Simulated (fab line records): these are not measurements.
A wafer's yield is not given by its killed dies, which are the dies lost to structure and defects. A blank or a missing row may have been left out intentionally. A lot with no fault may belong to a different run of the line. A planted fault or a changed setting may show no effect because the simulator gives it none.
Which tool is to blame?    flow nand_harc    18 lots with 54 wafers sampled at 6 steps, on a route of 1302 steps

== WHAT EACH GAUGE READ, for each wafer ==
The record holds no reading of a measuring or inspecting step that can be judged against a usual standard deviation.

== EACH LOT AND THE TOOL THAT RAN IT (in order: tool; ch and the chambers of the sampled wafers; start) ==
lot   NHARC_A_STAIRCASE_TRIM_222                     NHARC_A_STAIRCASE_TRIM_224                     NHARC_A_STAIRCASE_TRIM_226                     NHARC_A_STAIRCASE_TRIM_229          NHARC_A_STAIRCASE_STRIP_295                    NHARC_A_STAIRCASE_STRIP_476
L074  rie_diel-06 ch 0,1,2, day 16 16:32 or earlier  rie_diel-06 ch 0,1, day 16 16:32 or earlier    rie_diel-06 ch 0,3, day 16 16:32 or earlier    rie_diel-13 ch 0,2,3, day 16 16:32  rie_diel-01 ch 0,1,3, day 17 19:59 or earlier  rie_diel-06 ch 0,1,3, day 17 19:59
L076  rie_diel-06 ch 0,1,3, day 17 02:47 or earlier  rie_diel-06 ch 0,1,2, day 17 02:47 or earlier  rie_diel-06 ch 0,2,3, day 17 02:47 or earlier  rie_diel-06 ch 0,1,2, day 17 02:47  rie_diel-01 ch 0,1,3, day 18 06:02 or earlier  rie_diel-06 ch 1,2,3, day 18 06:02
L077  rie_diel-13 ch 0,2,3, day 17 03:27 or earlier  rie_diel-13 ch 0,2,3, day 17 03:27 or earlier  rie_diel-13 ch 0,2,3, day 17 03:27 or earlier  rie_diel-13 ch 1,2, day 17 03:27    rie_diel-13 ch 0,1, day 18 06:13 or earlier    rie_diel-01 ch 1,2,3, day 18 06:13
L075  rie_diel-06 ch 0,3, day 17 03:43 or earlier    rie_diel-06 ch 2,3, day 17 03:43 or earlier    rie_diel-06 ch 2,3, day 17 03:43 or earlier    rie_diel-13 ch 1,2,3, day 17 03:43  rie_diel-01 ch 2,3, day 18 07:05 or earlier    rie_diel-01 ch 0,2,3, day 18 07:05
L078  rie_diel-06 ch 1,2,3, day 17 15:14 or earlier  rie_diel-06 ch 0,1,2, day 17 15:14 or earlier  rie_diel-06 ch 0,2,3, day 17 15:14 or earlier  rie_diel-06 ch 0,2,3, day 17 15:14  rie_diel-13 ch 0,2,3, day 18 17:03 or earlier  rie_diel-01 ch 0,1,3, day 18 17:03
L079  rie_diel-01 ch 0,2,3, day 18 00:08 or earlier  rie_diel-01 ch 0,1,2, day 18 00:08 or earlier  rie_diel-01 ch 0,1,3, day 18 00:08 or earlier  rie_diel-01 ch 0,1,3, day 18 00:08  rie_diel-13 ch 1,2,3, day 19 01:20 or earlier  rie_diel-13 ch 0,1,3, day 19 01:20
L080  rie_diel-01 ch 0,1,3, day 18 14:51 or earlier  rie_diel-01 ch 0,1,2, day 18 14:51 or earlier  rie_diel-01 ch 0,1,3, day 18 14:51 or earlier  rie_diel-01 ch 1,2, day 18 14:51    rie_diel-01 ch 1,2, day 19 14:43 or earlier    rie_diel-01 ch 0,1,3, day 19 14:43
L082  rie_diel-13 ch 2,3, day 19 03:36 or earlier    rie_diel-13 ch 0,1,3, day 19 03:36 or earlier  rie_diel-13 ch 0,3, day 19 03:36 or earlier    rie_diel-06 ch 0,3, day 19 03:36    rie_diel-06 ch 1,2,3, day 20 08:07 or earlier  rie_diel-01 ch 1,2,3, day 20 08:07
L083  rie_diel-01 ch 0,3, day 19 13:05 or earlier    rie_diel-01 ch 1,3, day 19 13:05 or earlier    rie_diel-01 ch 0,3, day 19 13:05 or earlier    rie_diel-01 ch 1,3, day 19 13:05    rie_diel-01 ch 0,2,3, day 20 14:28 or earlier  rie_diel-13 ch 0,2,3, day 20 14:28
L084  rie_diel-13 ch 0,2,3, day 20 09:17 or earlier  rie_diel-13 ch 0,2, day 20 09:17 or earlier    rie_diel-13 ch 1,2,3, day 20 09:17 or earlier  rie_diel-13 ch 2,3, day 20 09:17    rie_diel-13 ch 2,3, day 21 16:46 or earlier    rie_diel-01 ch 1,2,3, day 21 16:46
L085  rie_diel-06 ch 1,2,3, day 20 09:53 or earlier  rie_diel-06 ch 0,1,2, day 20 09:53 or earlier  rie_diel-06 ch 0,1,3, day 20 09:53 or earlier  rie_diel-06 ch 0,1,2, day 20 09:53  rie_diel-01 ch 0,1,2, day 21 16:49 or earlier  rie_diel-06 ch 0,1, day 21 16:49
L086  rie_diel-06 ch 1,2, day 20 23:43 or earlier    rie_diel-06 ch 0,1, day 20 23:43 or earlier    rie_diel-06 ch 0,1,3, day 20 23:43 or earlier  rie_diel-01 ch 1,2,3, day 20 23:43  rie_diel-01 ch 1,2,3, day 22 01:20 or earlier  rie_diel-06 ch 0,3, day 22 01:20
L087  rie_diel-13 ch 1,2,3, day 21 06:58 or earlier  rie_diel-13 ch 0,2,3, day 21 06:58 or earlier  rie_diel-13 ch 0,1,3, day 21 06:58 or earlier  rie_diel-01 ch 0,1, day 21 06:58    rie_diel-06 ch 0,1, day 22 05:56 or earlier    rie_diel-01 ch 0,2, day 22 05:56
L088  rie_diel-13 ch 2,3, day 22 02:55 or earlier    rie_diel-13 ch 1,2,3, day 22 02:55 or earlier  rie_diel-13 ch 0,2,3, day 22 02:55 or earlier  rie_diel-13 ch 0,2,3, day 22 02:55  rie_diel-01 ch 0,3, day 23 02:22 or earlier    rie_diel-13 ch 1,2, day 23 02:22
L090  rie_diel-01 ch 0,1,2, day 22 18:25 or earlier  rie_diel-01 ch 0,3, day 22 18:25 or earlier    rie_diel-01 ch 1,3, day 22 18:25 or earlier    rie_diel-06 ch 0,1, day 22 18:25    rie_diel-01 ch 0,1,3, day 23 20:16 or earlier  rie_diel-06 ch 2,3, day 23 20:16
L091  rie_diel-01 ch 0,1,2, day 22 20:43 or earlier  rie_diel-01 ch 1,3, day 22 20:43 or earlier    rie_diel-01 ch 0,1,3, day 22 20:43 or earlier  rie_diel-06 ch 0,2, day 22 20:43    rie_diel-01 ch 0,1,2, day 24 02:13 or earlier  rie_diel-01 ch 0,1,3, day 24 02:13
L094  rie_diel-06 ch 1,2,3, day 24 21:46 or earlier  rie_diel-06 ch 0,1,3, day 24 21:46 or earlier  rie_diel-06 ch 0,2,3, day 24 21:46 or earlier  rie_diel-01 ch 0,2,3, day 24 21:46  rie_diel-13 ch 0,1,3, day 25 23:06 or earlier  rie_diel-13 ch 1,2,3, day 25 23:06
L096  rie_diel-01 ch 0,2,3, day 25 11:07 or earlier  rie_diel-01 ch 0,1,2, day 25 11:07 or earlier  rie_diel-01 ch 0,1,3, day 25 11:07 or earlier  rie_diel-13 ch 0,1,2, day 25 11:07  rie_diel-01 ch 1,2,3, day 26 11:23 or earlier  rie_diel-06 ch 0,1,3, day 26 11:23
- NHARC_A_STAIRCASE_TRIM_222: chemistry O2, time 211.2 s.
- NHARC_A_STAIRCASE_TRIM_224: chemistry O2, time 211.2 s.
- NHARC_A_STAIRCASE_TRIM_226: chemistry O2, time 211.2 s.
- NHARC_A_STAIRCASE_TRIM_229: chemistry O2, time 211.2 s.
- NHARC_A_STAIRCASE_STRIP_295: strips in O2.
- NHARC_A_STAIRCASE_STRIP_476: strips in O2, time 20 s.

== WHAT THE TOOLS THEMSELVES READ (means of the sampled wafers that have a number; where no wafer has one, the mark that the record gives instead) ==
NHARC_A_STAIRCASE_TRIM_222. Usual: drypump_motor_current_A 5.8 A, standard deviation 0.44; mfc_ar_sccm 0.013 sccm, standard deviation 0.014; oes_product_au 1.001 a.u., standard deviation 0.0077; rf_vpp_V 57.8 V, standard deviation 0.91; showerhead_plenum_p_Torr 3.55 Torr, standard deviation 0.18; throttle_valve_pct 17.038 %, standard deviation 0.0089.
lot   tool         drypump_motor_current_A (A)  mfc_ar_sccm (sccm)  oes_product_au (a.u.)  rf_vpp_V (V)  showerhead_plenum_p_Torr (Torr)  throttle_valve_pct (%)  flag
L074  rie_diel-06  5.9                          0.019               1.001                  57.7          3.45                             17.037                  
L076  rie_diel-06  5.9                          0.022               1.005                  57.4          3.45                             17.033                  
L077  rie_diel-13  6.0                          0.008               1.006                  57.5          3.69                             17.036                  
L075  rie_diel-06  5.8                          0.017               1.005                  57.4          3.48                             17.037                  
L078  rie_diel-06  5.5                          0.010               1.005                  57.7          3.36                             17.033                  
L079  rie_diel-01  5.9                          0.017               0.994                  58.0          3.63                             17.036                  
L080  rie_diel-01  5.9                          0.017               0.998                  57.4          3.49                             17.033                  
L082  rie_diel-13  6.3                          0.009               1.011                  57.4          3.63                             17.032                  
L083  rie_diel-01  5.8                          0.030               0.993                  58.7          3.64                             17.046                  
L084  rie_diel-13  6.0                          0.008               1.001                  59.0          3.67                             17.035                  
L085  rie_diel-06  5.5                          0.010               1.004                  57.7          3.35                             17.051                  
L086  rie_diel-06  5.8                          0.015               0.998                  57.2          3.32                             17.037                  
L087  rie_diel-13  6.1                          0.004               0.995                  57.9          3.55                             17.040                  
L088  rie_diel-13  6.2                          0.009               1.006                  58.3          3.62                             17.041                  
L090  rie_diel-01  5.6                          0.013               0.995                  58.8          3.58                             17.042                  
L091  rie_diel-01  5.6                          0.013               0.994                  57.7          3.58                             17.033                  
L094  rie_diel-06  5.5                          0.010               1.007                  58.0          3.50                             17.044                  
L096  rie_diel-01  5.9                          0.017               0.989                  58.1          3.60                             17.030                  

NHARC_A_STAIRCASE_TRIM_224. Usual: drypump_motor_current_A 5.9 A, standard deviation 0.43; mfc_ar_sccm 0.012 sccm, standard deviation 0.014; oes_product_au 1.001 a.u., standard deviation 0.0078; rf_vpp_V 57.7 V, standard deviation 1; showerhead_plenum_p_Torr 3.54 Torr, standard deviation 0.18; throttle_valve_pct 17.036 %, standard deviation 0.0091.
lot   tool         drypump_motor_current_A (A)  mfc_ar_sccm (sccm)  oes_product_au (a.u.)  rf_vpp_V (V)  showerhead_plenum_p_Torr (Torr)  throttle_valve_pct (%)  flag
L074  rie_diel-06  6.3                          0.031               1.006                  59.9          3.53                             17.028                  
L076  rie_diel-06  5.9                          0.019               0.996                  57.0          3.45                             17.030                  
L077  rie_diel-13  6.0                          0.008               1.000                  58.0          3.69                             17.039                  
L075  rie_diel-06  5.4                          0.005               1.013                  57.0          3.40                             17.037                  
L078  rie_diel-06  5.9                          0.019               1.007                  57.1          3.44                             17.029                  
L079  rie_diel-01  5.6                          0.013               1.007                  57.4          3.60                             17.038                  
L080  rie_diel-01  5.6                          0.013               1.000                  57.7          3.59                             17.041                  
L082  rie_diel-13  5.8                          0.008               1.000                  57.6          3.61                             17.036                  
L083  rie_diel-01  5.9                          0.004               1.000                  57.5          3.33                             17.039                  
L084  rie_diel-13  5.7                          0.007               1.008                  58.0          3.72                             17.033                  
L085  rie_diel-06  5.9                          0.019               0.998                  56.9          3.43                             17.033                  
L086  rie_diel-06  6.3                          0.031               1.006                  57.4          3.51                             17.039                  
L087  rie_diel-13  6.0                          0.008               1.001                  58.0          3.67                             17.032                  
L088  rie_diel-13  6.1                          0.004               1.000                  57.8          3.55                             17.031                  
L090  rie_diel-01  6.2                          0.022               0.993                  57.1          3.50                             17.042                  
L091  rie_diel-01  5.9                          0.004               0.996                  56.9          3.32                             17.038                  
L094  rie_diel-06  5.9                          0.022               1.002                  57.1          3.59                             17.035                  
L096  rie_diel-01  5.6                          0.013               0.999                  59.0          3.75                             17.036                  

NHARC_A_STAIRCASE_TRIM_226. Usual: drypump_motor_current_A 5.8 A, standard deviation 0.44; mfc_ar_sccm 0.012 sccm, standard deviation 0.014; oes_product_au 1.001 a.u., standard deviation 0.0078; rf_vpp_V 57.8 V, standard deviation 0.96; showerhead_plenum_p_Torr 3.54 Torr, standard deviation 0.18; throttle_valve_pct 17.036 %, standard deviation 0.0097.
lot   tool         drypump_motor_current_A (A)  mfc_ar_sccm (sccm)  oes_product_au (a.u.)  rf_vpp_V (V)  showerhead_plenum_p_Torr (Torr)  throttle_valve_pct (%)  flag
L074  rie_diel-06  5.8                          0.017               1.004                  57.3          3.48                             17.040                  
L076  rie_diel-06  5.7                          0.014               1.011                  58.2          3.48                             17.034                  
L077  rie_diel-13  6.0                          0.008               1.004                  58.2          3.69                             17.036                  
L075  rie_diel-06  5.4                          0.005               1.014                  57.6          3.40                             17.037                  
L078  rie_diel-06  5.7                          0.014               1.018                  57.5          3.47                             17.042                  
L079  rie_diel-01  5.9                          0.017               0.998                  57.2          3.49                             17.035                  
L080  rie_diel-01  5.8                          0.017               0.997                  58.4          3.49                             17.027                  
L082  rie_diel-13  5.7                          0.011               1.004                  57.8          3.74                             17.039                  
L083  rie_diel-01  5.8                          0.030               0.996                  58.3          3.64                             17.029                  
L084  rie_diel-13  6.1                          0.004               1.006                  57.5          3.55                             17.033                  
L085  rie_diel-06  6.0                          0.022               1.007                  57.7          3.43                             17.039                  
L086  rie_diel-06  5.9                          0.022               1.004                  57.7          3.43                             17.034                  
L087  rie_diel-13  5.8                          0.008               1.002                  58.7          3.60                             17.037                  
L088  rie_diel-13  6.0                          0.008               1.003                  58.7          3.67                             17.034                  
L090  rie_diel-01  5.9                          0.004               0.993                  56.3          3.32                             17.031                  
L091  rie_diel-01  5.9                          0.017               0.992                  58.2          3.47                             17.036                  
L094  rie_diel-06  5.7                          0.014               1.002                  57.3          3.44                             17.032                  
L096  rie_diel-01  5.9                          0.017               0.995                  57.7          3.64                             17.047                  

NHARC_A_STAIRCASE_TRIM_229. Usual: drypump_motor_current_A 5.9 A, standard deviation 0.42; mfc_ar_sccm 0.010 sccm, standard deviation 0.013; oes_product_au 1.003 a.u., standard deviation 0.0077; rf_vpp_V 57.9 V, standard deviation 0.94; showerhead_plenum_p_Torr 3.55 Torr, standard deviation 0.17; throttle_valve_pct 17.038 %, standard deviation 0.0087.
lot   tool         drypump_motor_current_A (A)  mfc_ar_sccm (sccm)  oes_product_au (a.u.)  rf_vpp_V (V)  showerhead_plenum_p_Torr (Torr)  throttle_valve_pct (%)  flag
L074  rie_diel-13  6.0                          0.008               1.002                  58.7          3.69                             17.036                  
L076  rie_diel-06  5.9                          0.019               1.000                  58.7          3.45                             17.043                  
L077  rie_diel-13  6.0                          0.000               1.001                  56.9          3.56                             17.032                  
L075  rie_diel-13  6.0                          0.004               1.006                  57.5          3.57                             17.037                  
L078  rie_diel-06  5.7                          0.014               1.008                  57.8          3.47                             17.032                  
L079  rie_diel-01  5.8                          0.017               1.006                  58.3          3.49                             17.037                  
L080  rie_diel-01  5.7                          0.000               0.993                  57.7          3.44                             17.029                  
L082  rie_diel-06  5.8                          0.017               1.020                  57.2          3.47                             17.036                  
L083  rie_diel-01  5.9                          0.004               1.006                  56.8          3.33                             17.039                  
L084  rie_diel-13  6.2                          0.004               0.999                  57.3          3.62                             17.037                  
L085  rie_diel-06  5.9                          0.019               1.002                  58.0          3.43                             17.041                  
L086  rie_diel-01  6.0                          0.004               1.007                  57.9          3.46                             17.040                  
L087  rie_diel-01  5.5                          0.013               0.998                  57.5          3.45                             17.035                  
L088  rie_diel-13  6.0                          0.008               0.996                  58.2          3.67                             17.043                  
L090  rie_diel-06  6.3                          0.031               1.011                  58.5          3.67                             17.037                  
L091  rie_diel-06  6.1                          0.024               1.008                  58.0          3.53                             17.033                  
L094  rie_diel-01  5.9                          0.017               0.995                  58.0          3.61                             17.036                  
L096  rie_diel-13  5.7                          0.003               0.998                  56.7          3.58                             17.044                  

NHARC_A_STAIRCASE_STRIP_295. Usual: drypump_motor_current_A 5.9 A, standard deviation 0.43; mfc_ar_sccm 0.012 sccm, standard deviation 0.014; oes_product_au 1.001 a.u., standard deviation 0.0086; rf_vpp_V 57.9 V, standard deviation 0.97; showerhead_plenum_p_Torr 3.56 Torr, standard deviation 0.18; throttle_valve_pct 17.037 %, standard deviation 0.009.
lot   tool         drypump_motor_current_A (A)  mfc_ar_sccm (sccm)  oes_product_au (a.u.)  rf_vpp_V (V)  showerhead_plenum_p_Torr (Torr)  throttle_valve_pct (%)  flag
L074  rie_diel-01  5.8                          0.017               1.000                  58.0          3.50                             17.046                  
L076  rie_diel-01  5.8                          0.017               1.004                  56.7          3.49                             17.032                  
L077  rie_diel-13  5.5                          0.007               0.994                  57.9          3.67                             17.037                  
L075  rie_diel-01  6.3                          0.009               1.001                  58.1          3.51                             17.035                  
L078  rie_diel-13  5.9                          0.008               1.015                  58.2          3.68                             17.030                  
L079  rie_diel-13  6.0                          0.004               0.997                  58.5          3.56                             17.031                  
L080  rie_diel-01  5.7                          0.000               0.996                  58.4          3.57                             17.041                  
L082  rie_diel-06  5.5                          0.010               1.002                  56.7          3.35                             17.037                  
L083  rie_diel-01  5.9                          0.017               1.000                  57.8          3.62                             17.036                  
L084  rie_diel-13  6.3                          0.009               1.003                  59.0          3.62                             17.045                  
L085  rie_diel-01  5.5                          0.013               0.998                  58.1          3.58                             17.037                  
L086  rie_diel-01  6.0                          0.004               0.991                  57.7          3.46                             17.036                  
L087  rie_diel-06  6.3                          0.031               1.011                  58.4          3.68                             17.035                  
L088  rie_diel-01  5.7                          0.030               0.993                  58.1          3.63                             17.043                  
L090  rie_diel-01  5.9                          0.017               1.000                  58.1          3.47                             17.041                  
L091  rie_diel-01  5.6                          0.013               0.994                  57.2          3.57                             17.031                  
L094  rie_diel-13  5.7                          0.008               0.994                  58.1          3.58                             17.037                  
L096  rie_diel-01  6.0                          0.004               0.996                  57.3          3.62                             17.037                  

NHARC_A_STAIRCASE_STRIP_476. Usual: drypump_motor_current_A 5.8 A, standard deviation 0.44; mfc_ar_sccm 0.012 sccm, standard deviation 0.014; oes_product_au 1.001 a.u., standard deviation 0.0091; rf_vpp_V 57.8 V, standard deviation 0.98; showerhead_plenum_p_Torr 3.55 Torr, standard deviation 0.18; throttle_valve_pct 17.037 %, standard deviation 0.0093.
lot   tool         drypump_motor_current_A (A)  mfc_ar_sccm (sccm)  oes_product_au (a.u.)  rf_vpp_V (V)  showerhead_plenum_p_Torr (Torr)  throttle_valve_pct (%)  flag
L074  rie_diel-06  5.9                          0.022               1.011                  57.7          3.44                             17.046                  
L076  rie_diel-06  5.6                          0.010               1.007                  57.3          3.36                             17.042                  
L077  rie_diel-01  6.0                          0.004               0.999                  58.3          3.47                             17.036                  
L075  rie_diel-01  5.9                          0.017               0.999                  57.9          3.63                             17.034                  
L078  rie_diel-01  5.8                          0.017               1.000                  57.3          3.49                             17.030                  
L079  rie_diel-13  5.8                          0.008               1.001                  57.5          3.61                             17.041                  
L080  rie_diel-01  5.8                          0.017               1.001                  57.5          3.49                             17.046                  
L082  rie_diel-01  6.0                          0.004               0.988                  57.7          3.47                             17.027                  
L083  rie_diel-13  6.0                          0.008               1.003                  58.4          3.67                             17.037                  
L084  rie_diel-01  6.0                          0.004               0.990                  57.9          3.46                             17.040                  
L085  rie_diel-06  6.1                          0.027               0.999                  58.1          3.75                             17.032                  
L086  rie_diel-06  5.8                          0.017               1.023                  58.1          3.46                             17.027                  
L087  rie_diel-01  5.7                          0.013               0.984                  58.7          3.72                             17.041                  
L088  rie_diel-13  5.8                          0.000               0.997                  56.8          3.46                             17.039                  
L090  rie_diel-06  5.3                          0.002               1.007                  56.5          3.36                             17.032                  
L091  rie_diel-01  5.8                          0.017               0.996                  57.8          3.47                             17.040                  
L094  rie_diel-13  6.0                          0.004               1.007                  57.7          3.53                             17.040                  
L096  rie_diel-06  5.9                          0.022               1.012                  57.8          3.58                             17.039                  

== THE ANSWER, worked out from the rows above alone ==
Rule: take the mean of a lot's wafers that have a number; if it is more than 3 standard deviations from the usual mean, the lot is off. A lot without any number at a reading at which 4 lots or more have one is off too. Any other lot the step has rows for is counted as sound. The gauges are gone through in route order, then the tools' own readings, and for those a lot's mean is taken as printed above. The first step at which some lot is off is used, and at that step the reading that is off furthest; a lot without a number counts as furthest.
No lot is off at any reading shown: from this, nothing can be told.

== WHAT THE SIMULATOR PUT IN ==
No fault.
